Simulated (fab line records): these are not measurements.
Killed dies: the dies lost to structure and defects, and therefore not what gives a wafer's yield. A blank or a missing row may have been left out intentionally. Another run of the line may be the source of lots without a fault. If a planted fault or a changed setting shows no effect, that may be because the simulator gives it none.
8D (eight disciplines) problem report, filled in by code :: flow n5_finfet :: the parts of the form that need people (team, actions taken, sign-off) are left out
Where a reading is given only as a bound, like >300, the bound stands for it, and a mean or a difference that rests on one is marked > or <: the true number lies beyond.

1. THE ISSUE
raw_defect_count at N5_SPACER0_INSPECT_04 reads a mean of 544 on 1 wafer of 1 lot; wafers without a fault read 149 with a standard deviation of 36. Relative to the usual mean, that is a shift of +11 standard deviations.
The step: inspects for defects (darkfield).
First observed at day 8 01:52: wafer L639.2, on defect_inspect-02. At this step, 25 wafers from 9 lots have a number in the record. Rule for "out", or "out of limits": more than 4 standard deviations from the usual mean. The rest of the wafers with a number are treated as sound.

2. WHAT IT IS AND WHAT IT IS NOT
question: which readings at this step
is: raw_defect_count
is not: -

question: which lots
is: L639
is not: L624, L625, L626, L628, L629, L640, L641, L642

question: which wafers of those lots
is: all that have a number
is not: -

question: read on which gauges
is: defect_inspect-02
is not: defect_inspect-01

question: when
is: from day 8 01:52
is not: up to then (15 sound wafers); but 9 sound wafers of L640, L641, L642 came after

3. THE SUSPECTS, EACH WITH WHAT RULES IT OUT
Counting: any tool at a process step up to the reading is kept as a suspect provided that every lot that is out went through it and no sound lot did after the first of them.
- ruled out: the gauge at N5_SPACER0_INSPECT_04. All the wafers that are out were read on defect_inspect-02, but those of them that N5_SD_EPI_N_INSPECT_11 has rows for are out there too, on other tools.
- rie_diel-02 at N5_DUMMY_GATE_ETCH_37 (etches SOC in N2/H2, target depth 60 nm, overetch 30 nm): ruled out as a lasting fault. Following L639 (day 8 00:14), the first lot on it that is out, the sound lots L641 were run on it.
- rie_si-05 at N5_DUMMY_GATE_TRIM_49 (chemistry O2, time 29 s, target cd 14 nm): kept. It ran the lot that is out, L639 (day 8 00:19), and no sound lot after that; its last sound lot up to then is L629 (day 5 12:00).
- rie_diel-02 at N5_DUMMY_GATE_STRIP_40 (strips in CF4): ruled out as a lasting fault. Following L639 (day 8 00:25), the first lot on it that is out, the sound lots L641 were run on it.
- rie_si-04 at N5_DUMMY_GATE_ETCH_32 (etches SiO2 in CF4, target depth 3.5 nm, time 3.9 s): ruled out as a lasting fault. Following L639 (day 8 00:46), the first lot on it that is out, the sound lots L641 were run on it.
Remaining after the count: rie_si-05 at N5_DUMMY_GATE_TRIM_49.

4. THE CAUSE (what the simulator had put in)
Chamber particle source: rie_si-05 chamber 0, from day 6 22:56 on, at N5_DUMMY_GATE_TRIM_49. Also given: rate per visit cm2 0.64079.
Counting left only this tool.

5. THE CHAIN OF EFFECTS, in route order
Each row: a reading whose mean over the struck wafers that have a number lies more than 3 standard deviations from the usual. Scope: only readings with a usual standard deviation given in the record; hours: median across lots of the time from each lot's start at the first step in this table that gives one to its start at this step; sigmas: change in usual standard deviations.
hours: 0
step: N5_DUMMY_GATE_INSPECT_27
reading: raw_defect_count
usual: 327
on struck wafers: 705
change: +378
sigmas: +4.0

hours: 1
step: N5_SPACER0_INSPECT_04
reading: raw_defect_count
usual: 149
on struck wafers: 544
change: +395
sigmas: +11

hours: 1
step: N5_SD_EPI_N_INSPECT_11
reading: raw_defect_count
usual: 2.1
on struck wafers: >300
change: >+298
sigmas: +99 or more

hours: 5
step: N5_SD_EPI_N_INSPECT_26
reading: raw_defect_count
usual: 231
on struck wafers: 620
change: +389
sigmas: +8.5

hours: 241
step: N5_PASSIVATION_PROBE_49
reading: killed_at_front_end
usual: 38
on struck wafers: 82
change: +44
sigmas: +4.0

hours: 241
step: N5_PASSIVATION_PROBE_49
reading: killed_on_rim
usual: 13
on struck wafers: 28
change: +15
sigmas: +3.8
Its process steps:
- N5_PASSIVATION_PROBE_49

6. WHAT WOULD HAVE CAUGHT IT SOONER
27 hours passed between the start of the fault at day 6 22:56 and the first reading out of limits at a measuring or inspecting step in this record, taken at day 8 01:52.
No tool reading at N5_DUMMY_GATE_TRIM_49 that has a usual standard deviation in the record was out on any struck wafer, so an alarm limit of 4 standard deviations on those readings would not have fired.
Lots out: 1; all had begun N5_DUMMY_GATE_TRIM_49 on rie_si-05 by day 8 01:52. Holding the tool at that point would not have protected any of them.
